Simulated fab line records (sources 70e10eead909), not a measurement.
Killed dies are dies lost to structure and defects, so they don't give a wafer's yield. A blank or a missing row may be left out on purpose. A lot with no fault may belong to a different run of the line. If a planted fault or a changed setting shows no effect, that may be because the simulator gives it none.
A struck lot beside a sound one + flow nand_harc + 19 steps out of a route of 1302
Sound: wafers L176.2, L176.3, L176.6. Wafers struck: L178.2, L178.3, L178.6. The cause is named last.
Per side, at each step with rows, come the tool, then ch with its chambers, and then its first start. Under that, the readings that differ: sound wafers + struck wafers + difference of the means + sigmas: that difference in standard deviations of wafers without a fault.
alike: same words and numbers on both sides, and readings whose means sit less than 2 such deviations apart. not compared: any withheld reading, any reading some wafer has no value for, any bound like >300 that may hide the same value, and any number with overlapping values for which the record gives no deviation.
A row with sigmas, a row that says differs or no value, or rows on one side alone: a step with any of these is where the two part. Non-overlapping numbers with no deviation appear without sigmas and do not part them. A reading that every wafer of one side lacks parts them only if that side has two wafers or more.

NHARC_P_ZERO_WELL_CD_MEAS_11: target cd 500 nm.
  sound on cd_sem-02 ch 0, day 3 03:13; struck on cd_sem-02 ch 0, day 3 23:14
  alike: cd_nm
then, 1 step without rows for these wafers: NHARC_P_ZERO_WELL_HARDBAKE_12 (time 65 s).
NHARC_P_ZERO_WELL_DESCUM_13: chemistry O2, time 3 s.
  sound on rie_diel-09 ch 2,3, day 3 03:23; struck on rie_diel-12 ch 0,3, day 3 23:23
| reading               | sound             | struck            | difference | sigmas |
|-----------------------|-------------------|-------------------|------------|--------|
| oes_product_au (a.u.) | 0.989 0.987 0.988 | 1.013 1.015 1.011 | +0.025     | +3     |
  alike: drypump_motor_current_A, mfc_ar_sccm, rf_vpp_V, showerhead_plenum_p_Torr, throttle_valve_pct
  not compared: rf_hours_counter_h
NHARC_P_ZERO_WELL_ETCH_65: etches the open film in N2/H2, target depth 80 nm, overetch 24 nm, time 87.88 s.
  sound on rie_diel-09 ch 1,3, day 3 03:28; struck on rie_diel-12 ch 0,1,3, day 3 23:31
| reading               | sound             | struck            | difference | sigmas |
|-----------------------|-------------------|-------------------|------------|--------|
| oes_product_au (a.u.) | 0.983 0.994 0.979 | 1.005 1.012 1.006 | +0.022     | +2     |
  alike: drypump_motor_current_A, h2_flow_sccm, mfc_ar_sccm, rf_vpp_V, showerhead_plenum_p_Torr, throttle_valve_pct
  not compared: rf_hours_counter_h
NHARC_P_ZERO_WELL_ETCH_62: etches the open film in CHF3/Ar, target depth 13 nm, time 6.5 s.
  sound: rie_diel-09 ch 0,1,3; struck: rie_diel-12 ch 0,2
  alike: drypump_motor_current_A, mfc_ar_sccm, oes_product_au, rf_vpp_V, showerhead_plenum_p_Torr, throttle_valve_pct
  not compared: rf_hours_counter_h
NHARC_P_ZERO_WELL_ETCH_63: etches the open film in HBr/Cl2, target depth 120 nm, time 40.1 s.
  sound on rie_si-04 ch 0,3, day 3 03:38; struck on rie_si-04 ch 0,1,3, day 3 23:43
  alike: drypump_motor_current_A, oes_product_au, throttle_valve_pct
  not compared: rf_hours_counter_h
then, 6 steps without rows for these wafers: NHARC_P_ZERO_WELL_STRIP_15 (strips in SPM, time 900 s); NHARC_P_ZERO_WELL_DEHYDRATE_16 (time 120 s); NHARC_P_ZERO_WELL_HMDS_17 (time 30 s); NHARC_P_ZERO_WELL_COAT_18; NHARC_P_ZERO_WELL_SOFTBAKE_19 (time 95 s); NHARC_P_ZERO_WELL_EBR_20.
NHARC_P_ZERO_WELL_EXPOSE_21: exposes mask P NWELL, target cd 720 nm.
  sound on krf_scanner-02 ch 0, day 3 04:17; struck on krf_scanner-01 ch 0, day 4 00:20
| reading | sound                         | struck                                 | difference | sigmas |
|---------|-------------------------------|----------------------------------------|------------|--------|
| mask    | P_NWELL#0 P_NWELL#0 P_NWELL#0 | P_NWELL_R1#0 P_NWELL_R1#0 P_NWELL_R1#0 | differs    |        |
  alike: reticle_temp_C
then, 2 steps without rows for these wafers: NHARC_P_ZERO_WELL_PEB_22 (peb time 85 s); NHARC_P_ZERO_WELL_DEVELOP_23 (time 70 s).
NHARC_P_ZERO_WELL_CD_MEAS_24: target cd 720 nm.
  sound on cd_sem-01 ch 0, day 3 04:26; struck on cd_sem-02 ch 0, day 4 00:29
| reading    | sound             | struck            | difference | sigmas |
|------------|-------------------|-------------------|------------|--------|
| cd_nm (nm) | 720.6 723.3 718.8 | 706.9 707.5 709.5 | -12.9      | -7     |
then, 1 step without rows for these wafers: NHARC_P_ZERO_WELL_HARDBAKE_25 (time 80 s).
NHARC_P_ZERO_WELL_DESCUM_26: chemistry O2, time 3 s.
  sound on rie_diel-09 ch 0,1,3, day 3 04:37; struck on rie_diel-09 ch 2,3, day 4 00:39
| reading                      | sound             | struck          | difference | sigmas |
|------------------------------|-------------------|-----------------|------------|--------|
| model.P_ZERO_WELL.cd_nm (nm) | 720.3 723.3 719.5 | 706.7 708.3 710 | -12.7      |        |
  alike: drypump_motor_current_A, mfc_ar_sccm, oes_product_au, rf_vpp_V, showerhead_plenum_p_Torr, throttle_valve_pct
  not compared: rf_hours_counter_h
after that, 1 step had no rows for these wafers: NHARC_P_ZERO_WELL_IMPLANT_27.

## WHERE THEY PART
Last at NHARC_P_ZERO_WELL_CD_MEAS_24 as far as this record goes, first at NHARC_P_ZERO_WELL_DESCUM_13. Later steps at which nothing parts them and some readings are alike: NHARC_P_ZERO_WELL_DESCUM_26.

WHY: what had been put in by the simulator
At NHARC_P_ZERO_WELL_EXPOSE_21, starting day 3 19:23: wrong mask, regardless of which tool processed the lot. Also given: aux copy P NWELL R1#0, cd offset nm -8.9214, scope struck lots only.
